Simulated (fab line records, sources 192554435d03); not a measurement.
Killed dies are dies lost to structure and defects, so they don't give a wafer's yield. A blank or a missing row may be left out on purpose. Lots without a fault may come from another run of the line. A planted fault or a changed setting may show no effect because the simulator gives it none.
A struck lot beside a sound one | flow n5_finfet | 14 steps out of a route of 1938
Sound: wafers L476.1, L476.3, L476.6. Struck: wafer L483.6. (L483.1, L483.2 of the same lot were not struck and are left out.) The cause comes at the end.
At each step with rows: each side's tool, then ch and its chambers, then its first start. Under that, the readings that differ: sound wafers | struck wafers | difference of the means | sigmas: that difference in standard deviations of wafers without a fault.
alike: readings whose means differ by less than 2 such deviations, and words and numbers that are the same on both sides. not compared: withheld readings, readings that some wafer has no value for, bounds like >300 that may hide the same value, and numbers for which the record gives no deviation and whose values overlap.
The two part at a step that has a row with sigmas, a row that says differs or no value, or rows on one side only. Numbers that don't overlap but have no deviation are shown without sigmas and don't part them. A reading that every wafer of one side lacks parts them only if that side has two wafers or more.

N5_BEOL_M7_STRIP_80: strips in N2/H2, time 10 s.
  sound on rie_diel-06 ch 0,1,2; struck on rie_diel-02 ch 0
  reading                         | sound          | struck | difference | sigmas
  showerhead_plenum_p_Torr (Torr) | 2.52 2.42 2.58 | 2.70   | +0.19      | +2
  alike: chamber_pressure_mTorr, drypump_motor_current_A, oes_product_au, rf_vpp_V, throttle_valve_pct
  not compared: rf_hours_counter_h
N5_BEOL_M7_OCD_MEAS_38:
  sound on ocd-02, day 11 14:47; struck on ocd-01, day 12 16:07
  alike: trench_depth_nm
then, 4 steps without rows for these wafers: N5_BEOL_M7_HM_STRIP_39 (strips TiN in peroxide tin strip, target depth 25 nm, time 158 s); N5_BEOL_M7_SRD_40 (time 30 s); N5_BEOL_M7_PRECLEAN_42 (cleans in residue remover, time 60 s); N5_BEOL_M7_SRD_43 (time 30 s).
N5_BEOL_M7_CD_MEAS_35: target cd 40 nm.
  sound on cd_sem-03, day 11 14:56; struck on cd_sem-01, day 12 16:17
  alike: cd_nm
N5_BEOL_M7_CURE_75: cures SiCOH lowk, time 120 s.
  sound on uv_cure-01 ch 2, day 11 15:10; struck on uv_cure-02 ch 1, day 12 16:19
  alike: lamp_power_pct, wafer_temp_C_max
N5_BEOL_M7_DEGAS_44: time 60 s.
  sound on pvd_sputter-01, day 11 15:41; struck on pvd_sputter-02, day 12 16:42
  alike: heater_power_w
N5_BEOL_M7_PRE_CLEAN_45: time 30 s.
  sound on pvd_sputter-01, day 11 15:43; struck on pvd_sputter-02, day 12 16:44
  alike: heater_power_w
N5_BEOL_M7_ALD_77: deposits TaN, target thk 2 nm, pulse time 2 s, purge time 3 s.
  sound on ald_metal-04 ch 1,2,3, day 11 15:47; struck on ald_metal-03 ch 0, day 12 16:48
  alike: heater_power_w, mfc_carrier_sccm
then, 1 step without rows for these wafers: N5_BEOL_M7_SURFACE_TREAT_79.
N5_BEOL_M7_CVD_78: deposits Co from CCTBA/H2, target thk 2 nm, time 142.3 s.
  sound on cvd_co-01 ch 0,1, day 11 16:10; struck on cvd_co-01 ch 2, day 12 17:24
  reading          | sound             | struck | difference | sigmas
  run_length_s (s) | 165.2 164.4 164.7 | 234.2  | +69.4      | +99 or more
then, 1 step without rows for these wafers: N5_BEOL_M7_SPUTTER_48 (material Cu, target thk 10 nm, time 1.667 s).

WHERE THEY PART
First at N5_BEOL_M7_STRIP_80; last, within this record, at N5_BEOL_M7_CVD_78.

WHY: what the simulator had put in
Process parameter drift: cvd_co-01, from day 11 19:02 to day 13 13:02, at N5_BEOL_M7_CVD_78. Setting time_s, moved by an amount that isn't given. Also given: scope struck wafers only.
